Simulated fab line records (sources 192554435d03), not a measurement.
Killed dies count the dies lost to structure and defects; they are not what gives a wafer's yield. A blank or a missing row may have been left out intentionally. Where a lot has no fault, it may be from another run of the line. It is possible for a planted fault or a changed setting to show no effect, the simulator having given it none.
fab line records / flow n5-finfet
record: lots: 4 wafers: 12 last-day: 17
route steps=1938 shown BEOL_M4@1069 PASSIVATION@1936
lots that met no fault: from a run of the same line without faults
start-h: hours from the record's opening day to when the first of the lot's shown wafers began / wait-h: hours since the lot's step before / " repeats the value in the row above / L1.1+2: one row covering several wafers at once / - no value, or no start was given / * or withheld: withheld / < > ~ a bound
route shown NAME@n: NAME is a module with steps in the file, n the number in the route of the first one / usual: mean and standard deviation over wafers with no fault / same: alike in all rows / chamber/n: place in a boat / sites: per-site readings / _std_site: how widely they spread, as a standard deviation / _edge_site: the outer-site mean with the inner-site mean subtracted / radius-mm: how far each site lies from the wafer's centre / mask NAME#n: copy n / behind: tool/chamber where the wafer was last shaped / hold: why the lot was held/for how many hours/how that ended / device: transistor that didn't switch, given as n, p or np / end of line: at the end of the route, the tests of the same wafers / step lacking rows: just its recipe / killed: count of dies lost to structure and defects at first sort (not the wafer's yield) / map: shows each die of a wafer: x if killed, . if not, _ if none is there
set.NAME: the run value of the setting; set.NAME@STEP: its run value at that earlier step / model.NAME: the simulator's own value behind a step, which no gauge read
lots at some steps of the route; a table a step, a row a wafer
services: a tool's chamber out of use, with start hour (start-h, from the record's first day; less than 0 if before it), hours out, and reason
== steps ==
step: N5_BEOL_M4_STRIP_36
recipe: chemistry: N2/H2 power-w: 450 temp-c: 40 pressure-mtorr: 20 rf-frequency-hz: 6e+07 overash-fraction: 0.3 bias-power-w: 7 h2-frac: 0.5 n2-flow-sccm: 200 h2-flow-sccm: 200
step: N5_BEOL_M4_TRENCH_ETCH_37
recipe: chemistry: C4F6/O2 target-depth-a: 555.55 target: SiOC time-s: 29.2 ion-energy-ev: 250 pressure-mtorr: 30 source-w: 355 bias-w: 185 Ar_flow_sccm: 300 C4F6_flow_sccm: 10 O2_flow_sccm: 10
step: N5_BEOL_M4_ETCH_41
recipe: chemistry: CH3F/O2 target: SiCN target-depth-a: 299 taper-deg: 2 time-s: 52.5 ion-energy-ev: 120 mask-material: TiN pressure-mtorr: 30 source-w: 395 bias-w: 75 Ar_flow_sccm: 150 CH3F_flow_sccm: 30 O2_flow_sccm: 20
step: N5_BEOL_M4_STRIP_97
recipe: chemistry: N2/H2 time-s: 10 power-w: 450 temp-c: 40 pressure-mtorr: 20 rf-frequency-hz: 6e+07 bias-power-w: 7 n2-flow-sccm: 200 h2-flow-sccm: 200
step: N5_BEOL_M4_HM_STRIP_39
recipe: chemistry: peroxide-tin-strip material: TiN target-depth-a: 250 temp-c: 50 time-s: 158
step: N5_BEOL_M4_SRD_40
recipe: time-s: 30 temp-c: 23 rinse-liquid: diw dry: ipa-marangoni
step: N5_BEOL_M4_PRECLEAN_42
recipe: chemistry: residue-remover time-s: 60 temp-c: 40
step: N5_BEOL_M4_SRD_43
recipe: time-s: 30 temp-c: 23 rinse-liquid: diw dry: ipa-marangoni
step: N5_BEOL_M4_DEGAS_44
recipe: ambient: vacuum temp-c: 250 time-s: 60
step: N5_BEOL_M4_PRE_CLEAN_45
recipe: gas: H2/He time-s: 30 temp-c: 250
step: N5_BEOL_M4_ALD_84
recipe: material: TaN target-thk-a: * temp-c: 275 ald-precursor-family: PDMAT ald-co-reactant: NH3 pressure-torr: 3 carrier-flow-sccm: 1500 pulse-time-s: 2 purge-time-s: 3 co-reactant-purge-time-s: 2 co-reactant-pulse-time-s: 3 ald-cycles: 30 precursor-vessel-temp-c: 75 precursor-vessel-pressure-torr: 26.25 precursor-vessel-carrier-sccm: 1000
usual: ald-cycles: 30/0 heater-power-w: 434/33
same: purge-time-s: 3
lot.wafer=L341.2 tool=ald-metal-04 chamber=1 start-h=173.30 wait-h=0.0 ald-cycles=30 heater-power-w=499 model.TaN_of_BEOL_M4_ALD_84.thk-nm=*
lot.wafer=L341.3 tool=ald-metal-04 chamber=2 start-h=173.30 wait-h=0.0 ald-cycles=30 heater-power-w=404 model.TaN_of_BEOL_M4_ALD_84.thk-nm=*
lot.wafer=L341.5 tool=ald-metal-04 chamber=1 start-h=173.30 wait-h=0.0 ald-cycles=30 heater-power-w=485 model.TaN_of_BEOL_M4_ALD_84.thk-nm=*
lot.wafer=L344.1 tool=ald-metal-04 chamber=2 start-h=219.46 wait-h=0.0 ald-cycles=30 heater-power-w=399 model.TaN_of_BEOL_M4_ALD_84.thk-nm=*
lot.wafer=L344.5 tool=ald-metal-04 chamber=0 start-h=219.46 wait-h=0.0 ald-cycles=11 heater-power-w=483 model.TaN_of_BEOL_M4_ALD_84.thk-nm=*
lot.wafer=L344.6 tool=ald-metal-04 chamber=3 start-h=219.46 wait-h=0.0 ald-cycles=30 heater-power-w=438 model.TaN_of_BEOL_M4_ALD_84.thk-nm=*
lot.wafer=L350.1 tool=ald-metal-04 chamber=3 start-h=242.93 wait-h=0.0 ald-cycles=30 heater-power-w=425 model.TaN_of_BEOL_M4_ALD_84.thk-nm=*
lot.wafer=L350.2 tool=ald-metal-04 chamber=2 start-h=242.93 wait-h=0.0 ald-cycles=30 heater-power-w=407 model.TaN_of_BEOL_M4_ALD_84.thk-nm=*
lot.wafer=L350.5 tool=ald-metal-04 chamber=3 start-h=242.93 wait-h=0.0 ald-cycles=11 heater-power-w=430 model.TaN_of_BEOL_M4_ALD_84.thk-nm=*
lot.wafer=L359.4 tool=ald-metal-01 chamber=2 start-h=296.90 wait-h=0.1 ald-cycles=30 heater-power-w=462 model.TaN_of_BEOL_M4_ALD_84.thk-nm=*
lot.wafer=L359.5 tool=ald-metal-01 chamber=1 start-h=296.90 wait-h=0.1 ald-cycles=30 heater-power-w=406 model.TaN_of_BEOL_M4_ALD_84.thk-nm=*
lot.wafer=L359.6 tool=ald-metal-01 chamber=3 start-h=296.90 wait-h=0.1 ald-cycles=30 heater-power-w=441 model.TaN_of_BEOL_M4_ALD_84.thk-nm=*
step: N5_BEOL_M4_SURFACE_TREAT_85
recipe: gas: Ar time-s: * ion-energy-ev: * ion-current-ma-cm2: 0.5 pressure-mtorr: * ar-flow-sccm: 30
step: N5_BEOL_M4_CVD_47
recipe: material: Co target-thk-a: 30 temp-c: withheld precursor: CCTBA/H2 pressure-torr: 30 time-s: 223.8
step: N5_BEOL_M4_SPUTTER_48
recipe: material: Cu target-thk-a: 45 temp-c: -20 chamber-pressure-pa: 0.07 power-w: withheld time-s: 8.29
step: N5_BEOL_M4_ANNEAL_49
recipe: temp-c: 400 time-s: 240 ambient: vacuum
step: N5_BEOL_M4_SPUTTER_79
recipe: material: Cu target-thk-a: 45 temp-c: -20 chamber-pressure-pa: 0.07 power-w: withheld time-s: 8.29
step: N5_BEOL_M4_ANNEAL_80
recipe: temp-c: 400 time-s: 240 ambient: vacuum
step: N5_BEOL_M4_SPUTTER_81
recipe: material: Cu target-thk-a: 45 temp-c: -20 chamber-pressure-pa: 0.07 power-w: withheld time-s: 8.29
step: N5_BEOL_M4_ANNEAL_82
recipe: temp-c: 400 time-s: 240 ambient: vacuum
step: N5_BEOL_M4_SPUTTER_86
recipe: material: Cu target-thk-a: 45 temp-c: -20 chamber-pressure-pa: 0.07 power-w: withheld time-s: 8.29
step: N5_BEOL_M4_ANNEAL_87
recipe: temp-c: 400 time-s: 240 ambient: vacuum
step: N5_BEOL_M4_SPUTTER_88
recipe: material: Cu target-thk-a: 45 temp-c: -20 chamber-pressure-pa: 0.07 power-w: withheld time-s: 8.29
step: N5_BEOL_M4_ANNEAL_89
recipe: temp-c: 400 time-s: 240 ambient: vacuum
step: N5_BEOL_M4_SPUTTER_90
recipe: material: Cu target-thk-a: 45 temp-c: -20 chamber-pressure-pa: 0.07 power-w: withheld time-s: 8.29
step: N5_BEOL_M4_ANNEAL_91
recipe: temp-c: 400 time-s: 240 ambient: vacuum
step: N5_BEOL_M4_SPUTTER_92
recipe: material: Cu target-thk-a: 45 temp-c: -20 chamber-pressure-pa: 0.07 power-w: withheld time-s: 8.29
step: N5_BEOL_M4_ANNEAL_93
recipe: temp-c: 400 time-s: 240 ambient: vacuum
step: N5_BEOL_M4_SPUTTER_94
recipe: material: Cu target-thk-a: 45 temp-c: -20 chamber-pressure-pa: 0.07 power-w: withheld time-s: 8.29
step: N5_BEOL_M4_ANNEAL_95
recipe: temp-c: 400 time-s: 240 ambient: vacuum
step: N5_BEOL_M4_SPUTTER_96
recipe: material: Cu target-thk-a: 45 temp-c: -20 chamber-pressure-pa: 0.07 power-w: withheld time-s: 8.29
step: N5_BEOL_M4_ECD_50
recipe: material: Cu target-thk-a: 3000
step: N5_BEOL_M4_ANNEAL_51
recipe: temp-c: 225 time-s: 90 ambient: N2
step: N5_BEOL_M4_CMP_52
recipe: stop-on: SiOC t-overpolish-s: 6.8 down-force-psi: 1 platen-rpm: 50 clearing-platen-down-force-psi: 1.5 clearing-platen-rpm: 50 post-cmp-clean: cu-alkaline target-thk-nm: 40 clearing-platen-pad-velocity-m-s: 0.99484 pad-velocity-m-s: 0.99484
step: N5_BEOL_M4_PRE_CLEAN_60
recipe: gas: NH3/H2 time-s: 15 temp-c: * rf-power-w: 300
step: N5_BEOL_M4_CO_CAP_55
recipe: material: Co target-thk-a: 20 temp-c: 200 precursor: CCTBA/H2 pressure-torr: 30 time-s: 102.1
step: N5_BEOL_M4_PRE_CLEAN_56
recipe: gas: NH3 time-s: 15 temp-c: withheld rf-power-w: 300
step: N5_BEOL_M4_DEP_57
recipe: material: SiCN target-thk-a: 80 temp-c: withheld precursor: 3MS/NH3 pressure-torr: 3 rf-w: 202 time-s: 14
step: N5_BEOL_M4_RC_MEAS_101
usual: DIBL_N: 36.4/1.5 DIBL_P: 35.8/1.7 IOFF_N: 0.154/0.022 IOFF_P: 0.21/0.031 ION_N: 672/8.8 ION_P: 462/7.2 SS_N: 71.5/0.53 SS_P: 73.2/0.62 VT_N: 250.4/2.5 VT_P: -250/3.5
lot.wafer=L341.2 tool=prober-01 chamber=0 start-h=177.57 wait-h=0.2 DIBL_N[mV/V]=35.7 DIBL_P[mV/V]=36.6 IOFF_N[nA/um]=0.155 IOFF_P[nA/um]=0.19 ION_N[uA/um]=683 ION_P[uA/um]=462 SS_N[mV/dec]=71.1 SS_P[mV/dec]=72.9 VT_N[mV]=251.8 VT_P[mV]=-255
lot.wafer=L341.3 tool=prober-01 chamber=0 start-h=177.57 wait-h=0.2 DIBL_N[mV/V]=37.1 DIBL_P[mV/V]=37.0 IOFF_N[nA/um]=0.166 IOFF_P[nA/um]=0.19 ION_N[uA/um]=663 ION_P[uA/um]=450 SS_N[mV/dec]=72.5 SS_P[mV/dec]=73.2 VT_N[mV]=249.7 VT_P[mV]=-255
lot.wafer=L341.5 tool=prober-01 chamber=0 start-h=177.57 wait-h=0.2 DIBL_N[mV/V]=37.2 DIBL_P[mV/V]=38.4 IOFF_N[nA/um]=0.181 IOFF_P[nA/um]=0.21 ION_N[uA/um]=686 ION_P[uA/um]=463 SS_N[mV/dec]=71.9 SS_P[mV/dec]=74.1 VT_N[mV]=247.7 VT_P[mV]=-253
lot.wafer=L344.1 tool=prober-02 chamber=0 start-h=223.58 wait-h=0.0 DIBL_N[mV/V]=35.5 DIBL_P[mV/V]=33.3 IOFF_N[nA/um]=0.140 IOFF_P[nA/um]=0.19 ION_N[uA/um]=675 ION_P[uA/um]=463 SS_N[mV/dec]=70.8 SS_P[mV/dec]=73.0 VT_N[mV]=249.1 VT_P[mV]=-251
lot.wafer=L344.6 tool=prober-02 chamber=0 start-h=223.58 wait-h=0.0 DIBL_N[mV/V]=34.4 DIBL_P[mV/V]=32.2 IOFF_N[nA/um]=0.124 IOFF_P[nA/um]=0.18 ION_N[uA/um]=669 ION_P[uA/um]=462 SS_N[mV/dec]=71.7 SS_P[mV/dec]=72.1 VT_N[mV]=251.4 VT_P[mV]=-251
lot.wafer=L350.1 tool=prober-02 chamber=0 start-h=246.41 wait-h=0.0 DIBL_N[mV/V]=38.1 DIBL_P[mV/V]=38.6 IOFF_N[nA/um]=0.175 IOFF_P[nA/um]=0.24 ION_N[uA/um]=675 ION_P[uA/um]=466 SS_N[mV/dec]=72.3 SS_P[mV/dec]=74.4 VT_N[mV]=248.7 VT_P[mV]=-248
lot.wafer=L350.2 tool=prober-02 chamber=0 start-h=246.41 wait-h=0.0 DIBL_N[mV/V]=37.5 DIBL_P[mV/V]=37.0 IOFF_N[nA/um]=0.164 IOFF_P[nA/um]=0.23 ION_N[uA/um]=673 ION_P[uA/um]=463 SS_N[mV/dec]=71.5 SS_P[mV/dec]=73.9 VT_N[mV]=248.7 VT_P[mV]=-249
lot.wafer=L359.4 tool=prober-01 chamber=0 start-h=301.30 wait-h=0.5 DIBL_N[mV/V]=37.2 DIBL_P[mV/V]=36.3 IOFF_N[nA/um]=0.176 IOFF_P[nA/um]=0.25 ION_N[uA/um]=689 ION_P[uA/um]=473 SS_N[mV/dec]=71.9 SS_P[mV/dec]=74.3 VT_N[mV]=248.4 VT_P[mV]=-246
lot.wafer=L359.5 tool=prober-01 chamber=0 start-h=301.30 wait-h=0.5 DIBL_N[mV/V]=36.9 DIBL_P[mV/V]=34.8 IOFF_N[nA/um]=0.156 IOFF_P[nA/um]=0.22 ION_N[uA/um]=667 ION_P[uA/um]=459 SS_N[mV/dec]=72.1 SS_P[mV/dec]=72.9 VT_N[mV]=252.1 VT_P[mV]=-247
lot.wafer=L359.6 tool=prober-01 chamber=0 start-h=301.30 wait-h=0.5 DIBL_N[mV/V]=36.4 DIBL_P[mV/V]=35.2 IOFF_N[nA/um]=0.161 IOFF_P[nA/um]=0.23 ION_N[uA/um]=678 ION_P[uA/um]=467 SS_N[mV/dec]=71.9 SS_P[mV/dec]=72.9 VT_N[mV]=250.2 VT_P[mV]=-249
step: N5_PASSIVATION_PROBE_49
usual: defect-limited-yield: 91.5/1.4 killed_at_M0_to_M3: 32/9.8 killed_at_M4_up: 13/5.3 killed-at-contacts: 13/6.4 killed-at-front-end: 39/10 killed-at-other: 3.1/2.5 killed-dies: 100/17 killed-on-rim: 13/3.9 killed-open: 65/13 killed-short: 33/7.7 sort_bin_4_leakage: 0/0 sort_bin_5_function: 5.0/0.93 sort_bin_6_memory: 3.2/0.69 sort-n-pass: 1080/17 sort-yield-pct: 91.5/1.4
same: gross-dies: 1180 killed-at-back-side: 0 sort_bin_8_speed[%]: 0
lot.wafer=L341.2 tool=prober-02 chamber=- start-h=289.75 wait-h=0.1 defect-limited-yield[%]=93.6 killed_at_M0_to_M3=24 killed_at_M4_up=10 killed-at-contacts=13 killed-at-front-end=27 killed-at-other=1 killed-dies=75 killed-on-rim=5 killed-open=48 killed-short=25 sort_bin_4_leakage[%]=0 sort_bin_5_function[%]=4.0 sort_bin_6_memory[%]=2.2 sort-n-pass=1105 sort-yield-pct[%]=93.6
lot.wafer=L341.3 tool=prober-02 chamber=- start-h=289.80 wait-h=0.1 defect-limited-yield[%]=93.7 killed_at_M0_to_M3=16 killed_at_M4_up=12 killed-at-contacts=9 killed-at-front-end=35 killed-at-other=2 killed-dies=74 killed-on-rim=6 killed-open=48 killed-short=26 sort_bin_4_leakage[%]=0 sort_bin_5_function[%]=4.0 sort_bin_6_memory[%]=2.1 sort-n-pass=1106 sort-yield-pct[%]=93.7
lot.wafer=L341.5 tool=prober-02 chamber=- start-h=289.90 wait-h=0.2 defect-limited-yield[%]=93.0 killed_at_M0_to_M3=27 killed_at_M4_up=8 killed-at-contacts=7 killed-at-front-end=32 killed-at-other=9 killed-dies=83 killed-on-rim=9 killed-open=52 killed-short=31 sort_bin_4_leakage[%]=0 sort_bin_5_function[%]=4.7 sort_bin_6_memory[%]=2.3 sort-n-pass=1097 sort-yield-pct[%]=93.0
lot.wafer=L344.1 tool=prober-01 chamber=- start-h=325.91 wait-h=0.0 defect-limited-yield[%]=92.0 killed_at_M0_to_M3=34 killed_at_M4_up=9 killed-at-contacts=10 killed-at-front-end=31 killed-at-other=10 killed-dies=94 killed-on-rim=12 killed-open=61 killed-short=32 sort_bin_4_leakage[%]=0 sort_bin_5_function[%]=5.5 sort_bin_6_memory[%]=2.3 sort-n-pass=1086 sort-yield-pct[%]=92.0
lot.wafer=L344.5 tool=prober-01 chamber=- start-h=326.11 wait-h=0.2 defect-limited-yield[%]=37.0 killed_at_M0_to_M3=34 killed_at_M4_up=655 killed-at-contacts=6 killed-at-front-end=46 killed-at-other=2 killed-dies=743 killed-on-rim=95 killed-open=62 killed-short=31 sort_bin_4_leakage[%]=54.92 sort_bin_5_function[%]=3.7 sort_bin_6_memory[%]=3.7 sort-n-pass=437 sort-yield-pct[%]=37.0
lot.wafer=L344.6 tool=prober-01 chamber=- start-h=326.16 wait-h=0.3 defect-limited-yield[%]=90.4 killed_at_M0_to_M3=50 killed_at_M4_up=13 killed-at-contacts=10 killed-at-front-end=33 killed-at-other=7 killed-dies=113 killed-on-rim=17 killed-open=77 killed-short=33 sort_bin_4_leakage[%]=0 sort_bin_5_function[%]=5.9 sort_bin_6_memory[%]=3.5 sort-n-pass=1067 sort-yield-pct[%]=90.4
lot.wafer=L350.1 tool=prober-02 chamber=- start-h=356.42 wait-h=0.0 defect-limited-yield[%]=92.2 killed_at_M0_to_M3=19 killed_at_M4_up=15 killed-at-contacts=19 killed-at-front-end=30 killed-at-other=9 killed-dies=92 killed-on-rim=10 killed-open=59 killed-short=31 sort_bin_4_leakage[%]=0 sort_bin_5_function[%]=4.9 sort_bin_6_memory[%]=2.6 sort-n-pass=1088 sort-yield-pct[%]=92.2
lot.wafer=L350.2 tool=prober-02 chamber=- start-h=356.47 wait-h=0.1 defect-limited-yield[%]=93.1 killed_at_M0_to_M3=26 killed_at_M4_up=14 killed-at-contacts=7 killed-at-front-end=27 killed-at-other=8 killed-dies=82 killed-on-rim=11 killed-open=47 killed-short=35 sort_bin_4_leakage[%]=0 sort_bin_5_function[%]=4.2 sort_bin_6_memory[%]=2.5 sort-n-pass=1098 sort-yield-pct[%]=93.1
lot.wafer=L350.5 tool=prober-02 chamber=- start-h=356.62 wait-h=0.2 defect-limited-yield[%]=39.9 killed_at_M0_to_M3=32 killed_at_M4_up=625 killed-at-contacts=11 killed-at-front-end=39 killed-at-other=2 killed-dies=709 killed-on-rim=94 killed-open=62 killed-short=40 sort_bin_4_leakage[%]=51.44 sort_bin_5_function[%]=4.4 sort_bin_6_memory[%]=4.0 sort-n-pass=471 sort-yield-pct[%]=39.9
lot.wafer=L359.4 tool=prober-02 chamber=- start-h=413.03 wait-h=0.2 defect-limited-yield[%]=91.9 killed_at_M0_to_M3=55 killed_at_M4_up=6 killed-at-contacts=6 killed-at-front-end=26 killed-at-other=2 killed-dies=95 killed-on-rim=19 killed-open=54 killed-short=40 sort_bin_4_leakage[%]=0 sort_bin_5_function[%]=4.7 sort_bin_6_memory[%]=3.0 sort-n-pass=1085 sort-yield-pct[%]=91.9
lot.wafer=L359.5 tool=prober-02 chamber=- start-h=413.08 wait-h=0.2 defect-limited-yield[%]=93.4 killed_at_M0_to_M3=34 killed_at_M4_up=5 killed-at-contacts=7 killed-at-front-end=30 killed-at-other=2 killed-dies=78 killed-on-rim=4 killed-open=46 killed-short=29 sort_bin_4_leakage[%]=0 sort_bin_5_function[%]=3.6 sort_bin_6_memory[%]=2.6 sort-n-pass=1102 sort-yield-pct[%]=93.4
lot.wafer=L359.6 tool=prober-02 chamber=- start-h=413.13 wait-h=0.3 defect-limited-yield[%]=91.0 killed_at_M0_to_M3=49 killed_at_M4_up=17 killed-at-contacts=6 killed-at-front-end=34 killed-at-other=0 killed-dies=106 killed-on-rim=14 killed-open=70 killed-short=36 sort_bin_4_leakage[%]=0 sort_bin_5_function[%]=5.7 sort_bin_6_memory[%]=3.1 sort-n-pass=1074 sort-yield-pct[%]=91.0
killed by level:class
L341.2 MOL_CONTACT_COAG:geometric-particle:open=10 STARTING-WAFER:geometric-particle:open=7 BEOL_M0_SAQP:geometric-particle:short=6 BEOL_M0_SAQP:geometric-particle:open=6 FIN_SAQP:geometric-particle:short=5 STI_FIN_REVEAL:geometric-particle:open=4 BEOL_M3:geometric-particle:open=4 FIN_SAQP:geometric-particle:open=3
L341.3 FIN_SAQP:geometric-particle:short=9 MOL_CONTACT_COAG:geometric-particle:open=8 FIN_SAQP:geometric-particle:open=6 STI_FIN_REVEAL:geometric-particle:open=6 BEOL_M3:geometric-particle:open=4 BEOL_M4:geometric-particle:open=4 BEOL_M1:geometric-particle:open=3 BEOL_M5:geometric-particle:open=3
L341.5 FIN_SAQP:geometric-particle:open=10 BEOL_M0_SAQP:geometric-particle:open=7 FIN_SAQP:geometric-particle:short=6 MOL_CONTACT_COAG:geometric-particle:open=6 BEOL_M1:geometric-particle:short=4 STARTING-WAFER:geometric-particle:open=4 STI_FIN_REVEAL:geometric-particle:open=3 BEOL_M0_SAQP:geometric-particle:short=3
L344.1 STI_FIN_REVEAL:geometric-particle:open=8 MOL_CONTACT_COAG:geometric-particle:open=8 BEOL_M0_SAQP:geometric-particle:short=6 BEOL_M0_SAQP:geometric-particle:open=6 BEOL_M0:geometric-particle:open=5 BEOL_M2:geometric-particle:open=4 PAD_METAL:geometric-particle:short=4 FIN_SAQP:geometric-particle:short=3
L344.5 M4:area-ald=648 STI_FIN_REVEAL:geometric-particle:open=17 BEOL_M3:geometric-particle:open=8 MOL_CONTACT_COAG:geometric-particle:open=5 BEOL_M0_SAQP:geometric-particle:open=5 FIN_SAQP:geometric-particle:open=4 STI_FIN_REVEAL:geometric-particle:short=4 DUMMY_GATE:geometric-particle:open=4
L344.6 BEOL_M2:geometric-particle:open=12 MOL_CONTACT_COAG:geometric-particle:open=9 STI_FIN_REVEAL:geometric-particle:open=8 BEOL_M1:geometric-particle:short=8 BEOL_M0_SAQP:geometric-particle:short=7 BEOL_M3:geometric-particle:open=7 DUMMY_GATE:geometric-particle:open=6 BEOL_M1:geometric-particle:open=6
L350.1 MOL_CONTACT_COAG:geometric-particle:open=14 BEOL_M0_SAQP:geometric-particle:short=8 FIN_SAQP:geometric-particle:open=6 FIN_SAQP:geometric-particle:short=6 BEOL_M4:geometric-particle:open=6 MOL_CONTACT_COAG:geometric-particle:short=5 BEOL_M4:geometric-particle:short=4 BEOL_M0_SAQP:geometric-particle:open=4
L350.2 BEOL_M0_SAQP:geometric-particle:open=9 BEOL_M4:geometric-particle:open=8 BEOL_M0_SAQP:geometric-particle:short=6 BEOL_M2:geometric-particle:open=5 FIN_SAQP:geometric-particle:open=4 GATE_CUT:geometric-particle:short=4 MOL_CONTACT_COAG:geometric-particle:short=4 STARTING-WAFER:geometric-particle:open=4
L350.5 M4:area-ald=607 BEOL_M0_SAQP:geometric-particle:open=13 BEOL_M0_SAQP:geometric-particle:short=9 STI_FIN_REVEAL:geometric-particle:open=8 FIN_SAQP:geometric-particle:short=7 MOL_CONTACT_COAG:geometric-particle:short=6 BEOL_M5:geometric-particle:open=6 MOL_CONTACT_COAG:geometric-particle:open=5
L359.4 BEOL_M0_SAQP:geometric-particle:short=13 BEOL_M0_SAQP:geometric-particle:open=10 BEOL_M1:geometric-particle:open=9 BEOL_M3:geometric-particle:open=7 FIN_SAQP:geometric-particle:short=6 BEOL_M2:geometric-particle:open=6 STI_FIN_REVEAL:geometric-particle:open=5 MOL_CONTACT_COAG:geometric-particle:open=5
L359.5 FIN_SAQP:geometric-particle:open=10 BEOL_M2:geometric-particle:open=8 BEOL_M0_SAQP:geometric-particle:short=5 BEOL_M0_SAQP:geometric-particle:open=5 BEOL_M3:geometric-particle:open=5 FIN_SAQP:geometric-particle:short=4 MOL_CONTACT_COAG:geometric-particle:open=4 STARTING-WAFER:geometric-particle:open=4
L359.6 BEOL_M2:geometric-particle:open=14 STI_FIN_REVEAL:geometric-particle:open=10 BEOL_M1:geometric-particle:open=9 BEOL_M4:geometric-particle:open=9 FIN_SAQP:geometric-particle:short=5 MOL_CONTACT_COAG:geometric-particle:open=5 BEOL_M0_SAQP:geometric-particle:open=5 BEOL_M0_SAQP:geometric-particle:short=5
map L344.5 (x killed, . not)
_________________xxx.xx..xxxx________________
______________xx.xx.xxxxxxxxxxxx_____________
___________x.xxxxxx...xx.x.x..x...x__________
__________xx.x.xx.xxxxxx.x.x.x.xxx.x_________
________xxxx..x..x....xx....xxxxx.xx.x_______
_______.x.xx.xxxxx..x..x.x..x.x...xxxxx______
______xxxxxx..xxxxx.x..x.xxx.x.x.xxxx..x_____
_____.x.x.xxx.xx..xxxx.xxx.xxx....xxx..xx____
____.xxxxxxx....xxx.x.xx..x.x.xx.x.x......___
___..xxxxxxxxxxxxxxxx..x.xx.x.xxxxx..xxxxxx__
___.xx.xx...x.xxxx.xxx.x..xxxx..x.x.xx.xx..__
__x.x.xx.xxx.x.xxxxxx.xxxx...xxxxx.x.x.xxxx._
__xx..xxxx..x.xx.x.x.x.x.xx...x.xx.xx..xxxx._
_..xxxxx.xx.....xx.xxxxxx.xx..x..x.xxx..xxx.x
_x.xx....x.xxxx.x.x..x.xx...xx..xxxxxx.xxxx.x
_.xx.xx.xxxxxxxxxxxx.xx.xxxxxxxx.xxxx.xx.xx.x
_x...xxxxxxxxxx.xx.xx.xxx...x...xxx.xxxxx..xx
_x..x..xxxxxxxxx.x.xxxxx.x.x..xxx..xx.x.xx..x
_.xxx..x..xx.x..xxxxxxxx....xx.x.xxxxx.xxxxx.
_..xx.xx...xxxxx.xxxx.xxx..x..xx..xx..x..xxxx
_...xxxxx..x.x.xx.x.xxxxxxx.x.xxxxx.x.xxx.x.x
__xx.xx.x.....xxxxxxxx.xx..xxxxx...xx.xxx..x_
__xx...xxxx.xxxx..xx....x.xx.xxxx.xxxxx.xxxx_
___.xx.x..xxxx.....xx.xx.xx..x..x.....xxx.x__
___xxxxxx..x.x.x.xx.xx.xxxxxx...x.xx...xxxx__
____.xxx..x.xxx...x.x.....x...x..x.xxxxx..___
_____.xx.xxxx.xx..x..xxxxxxxxx..x..xxx...____
______x.......x.x..xxxxxxx.xxxxxx..xx.x._____
_______xxxxxx..x.x.xx...xxxxxxxxxxxx.x.______
________xx.x.xxxx.xx.xxxxxxxx..xxx.xx._______
__________....xxxxxxx.xx.xxxxx.xx..._________
___________xxxxxxx.x.xx.x.xx.x.xx.x__________
______________x.xxxx.xx.x.xx.x.x_____________
_________________...xxx.xxxxx________________
map L350.5 (x killed, . not)
_________________xxxx.xx...xx________________
______________.x.xx...xxxx.xxx.._____________
___________...xxx.x.x..xxxxxx..x.xx__________
__________x..x...xxx.xxx.xxxxx..x.x._________
________.xx.xx..xxxxxxx.xx.x.xxxx.x..._______
_______x.xxx..xx..xx.xx..xxxxx.x..xxxx.______
______xxxx.xxx..xx.xxxxxxx...x.xx.xx...x_____
_____x......xxxxx.x..x.x..xxxxxxx.xx..xxx____
____xxx...xxxx..x.xxx.x.x.xx..xxxx..x.xx.x___
___xxx.x.xxxx....x.xx..x.x...xx.x.xxxx.xx.x__
___x.x..xx.xx...xx.xxxxxx.xxx.xxxxx.x.xxxxx__
__.xxxx.xxx.xxx....x...xx.xxxx.x.xxx.x.xx.xx_
__.xx....x.x.x..x...xxxxxxx.xx.xxxxxxxx...x._
_.xxx.xx.x.x..x..xx....x..x.x.x.xx.x....xxxxx
_x.xx.x.x...xxxx.xx..xxxx.x.x.xx.xx.xxxx.x.xx
_.xx.xxx.x...xxx.x.x.xx..xxxxx.x.xx.xxxx..x.x
_x..x..xxxxx..xx.x.x..xxx.x.x.xx.x..xx.xx.xx.
_xxx..xxxxx.x.x.xx.x.xx.xx.x.x.x.x..x.xxxx..x
_x.xx.xx.x.x.xxxx.xxxxx..xx.xx..xx..xxxx.x..x
_xxx.xx.........xx.xxx....xx.xxx.xx.x.x.xxx..
_xxxxx.x..x.xx..x.xx..x.x..xx..xxx..x..xx..xx
__xx.xxxxxxx..xxx.........xxxxx.x...xxxxx.x._
__....xxx.xxxx.xx.x..xxx.x..xx..xx.xx..xxxxx_
___xxxxxxxxxxxxx...xxxx.xxx.xxx..xx.xxxxx..__
___..xxx.xxx.xx.xxx.xxx.xxx.x.xxxxx.x..xxx.__
____xx.xx....x.x....x.x.x...x..xx....xxx..___
_____xxxxxxxxxxx.xxxxxxxx.x...x.x..xxxxxx____
______x.xxxx.x..xxx.x.x.xxxxxx...xx.xxx._____
_______.xx..x.xx..xxx.x.xxx.x..xxxx.xx.______
________x.xxxxx..xxxxx....xxx.x....xxx_______
__________..xxxxx..x..x....x.xx.x.xx_________
___________x.xxxx.xx.x.x.xx...x..xx__________
______________xxxxxx.x..x.xx.x.x_____________
_________________.x.xxx..x..x________________
== services ==
tool=ald-metal-01 chamber=3 start-h=241.88 hours=15.3 kind=repair
tool=ald-metal-04 chamber=1 start-h=261.56 hours=27.0 kind=repair
tool=ald-metal-01 chamber=0 start-h=279.97 hours=17.2 kind=repair
tool=ald-metal-04 chamber=- start-h=282.66 hours=1.0 kind=repair
== key ==
first-sign: step: N5_BEOL_M4_ALD_84 reading: ald-cycles direction: down sigmas: 99+ usual: * struck: *
effect: step: N5_PASSIVATION_PROBE_49 reading: sort_bin_4_leakage direction: up sigmas: 99+ usual: 0 struck: 53.18
model-effect: step: N5_BEOL_M4_ALD_84 value: TaN_of_BEOL_M4_ALD_84.thk-nm without: * struck: *
more-kills-born-at: N5_BEOL_M4_ALD_84@ald-metal-04: 1255
met-at N5_BEOL_M4_ALD_84
struck-wafers L344.5,L350.5
later-rows-left-out L344.5,L350.5
onset-between 173.30 219.46
fault: kind: process-parameter-drift tool: ald-metal-04 chamber: - onset-h: 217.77 steps: N5_BEOL_M4_ALD_84 channel: ald-cycles offset: * shape: step end-h: 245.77 scope: struck-wafers-only acts-in: * stated: *
later-rows-left-out: the simulator's readings of these wafers behind a module that went badly wrong aren't trusted and aren't shown, but for the sort
